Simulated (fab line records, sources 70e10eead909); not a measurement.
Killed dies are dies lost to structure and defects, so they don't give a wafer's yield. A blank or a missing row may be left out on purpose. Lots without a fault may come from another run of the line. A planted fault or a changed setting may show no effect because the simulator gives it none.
One fault seen from 3 desks | flow nand_harc | each desk has only its own numbers; what lay behind them comes last

THE METROLOGY DESK
What the gauges read, lot by lot, whatever tool the lot ran on: means of the sampled wafers that have a number. A lot is out of limits, marked OUT, if its mean lies more than 4 standard deviations from the usual mean; the brackets give that distance.
Columns: A = thk_nm at NHARC_A_ONON_D1_THK_MEAS_24, usual 1001 nm; B = overlay_x_nm at NHARC_A_CHANNEL_HOLE_D1_OVL_MEAS_11, usual 0.1 nm; C = overlay_y_nm at NHARC_A_CHANNEL_HOLE_D1_OVL_MEAS_11, usual -0.1 nm
lot  | first seen here | A              | B    | C
L149 | day 8 03:55     | 990            | -0.6 | -1.1
L151 | day 8 16:46     | 994            | -0.4 | 0.6
L150 | day 8 16:48     | 1000           | -0.1 | -0.5
L155 | day 9 17:49     | 995            | -0.5 | 0.2
L157 | day 10 03:52    | 1005           | 0.6  | 0.7
L156 | day 10 03:53    | 997            | -0.5 | 1.6
L158 | day 10 03:54    | 995            | -0.2 | 0.9
L161 | day 11 04:59    | 1009           | 0.9  | -0.8
L159 | day 11 05:08    | 1003           | -2.2 | -0.7
L160 | day 11 05:21    | 1004           | -0.4 | -1.2
L162 | day 11 18:24    | 986            | 0.3  | 0.2
L165 | day 12 01:37    | 1336 (+40) OUT | -0.3 | 0.3
L170 | day 13 07:37    | 1016           | 0.1  | 0.1
This desk's finding: out of limits on L165; first on L165, day 12 01:37 (thk_nm at NHARC_A_ONON_D1_THK_MEAS_24). In limits: L149, L151, L150, L155, L157, L156, L158, L161, L159, L160, L162, L170.

THE TOOL OWNER'S DESK: pecvd_onon-03
The tool's own readings at NHARC_A_ONON_D1_DEP_22 (target thk 1000 nm): means of the sampled wafers that have a number, for each lot that ran on this tool. A lot is out of limits, marked OUT, if its mean lies more than 4 standard deviations from the usual mean; the brackets give that distance.
Columns: A = nh3_flow_sccm at NHARC_A_ONON_D1_DEP_22, usual 500.2 sccm
lot  | first seen here | A
L150 | day 8 16:17     | 501.5
L157 | day 10 03:22    | 501.2
L161 | day 11 04:28    | 503.1
L160 | day 11 04:50    | 499.4
L165 | day 12 01:07    | 499.9
This desk's finding: nothing out of limits on any of the 5 lots.

THE DEFECT DESK
What the inspections along the route counted, lot by lot: means of the sampled wafers that have a number. A lot is out of limits, marked OUT, if its mean lies more than 4 standard deviations from the usual mean; the brackets give that distance.
Columns: A = raw_defect_count at NHARC_P_BONDPAD_INSPECT_23, usual 353
lot  | first seen here | A
L149 | day 6 16:59     | 406
L150 | day 7 05:39     | 394
L151 | day 7 06:04     | 315
L155 | day 8 07:03     | 224
L156 | day 8 13:49     | 332
L157 | day 8 16:26     | 206
L158 | day 8 19:09     | 653
L161 | day 9 17:59     | 253
L160 | day 9 19:05     | 348
L159 | day 9 19:25     | 421
L162 | day 10 05:20    | 480
L165 | day 10 17:13    | 377
L170 | day 11 22:26    | 329
This desk's finding: nothing out of limits on any of the 13 lots.

PUT TOGETHER
The metrology desk could have raised an alarm at day 12 01:37, on L165.
The tool owner's desk saw nothing out of limits.
The defect desk saw nothing out of limits.
The tool owner's desk has L165 on record, within its limits.
The defect desk has L165 on record, within its limits.
Of the lots named, all ran NHARC_A_ONON_D1_DEP_22 on pecvd_onon-03.

WHAT THE SIMULATOR HAD PUT IN
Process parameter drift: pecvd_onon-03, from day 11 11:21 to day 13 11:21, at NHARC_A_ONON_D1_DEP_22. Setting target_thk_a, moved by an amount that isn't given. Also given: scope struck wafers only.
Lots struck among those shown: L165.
Hours from the fault's start to each desk's first reading out of limits: the metrology desk, 14.
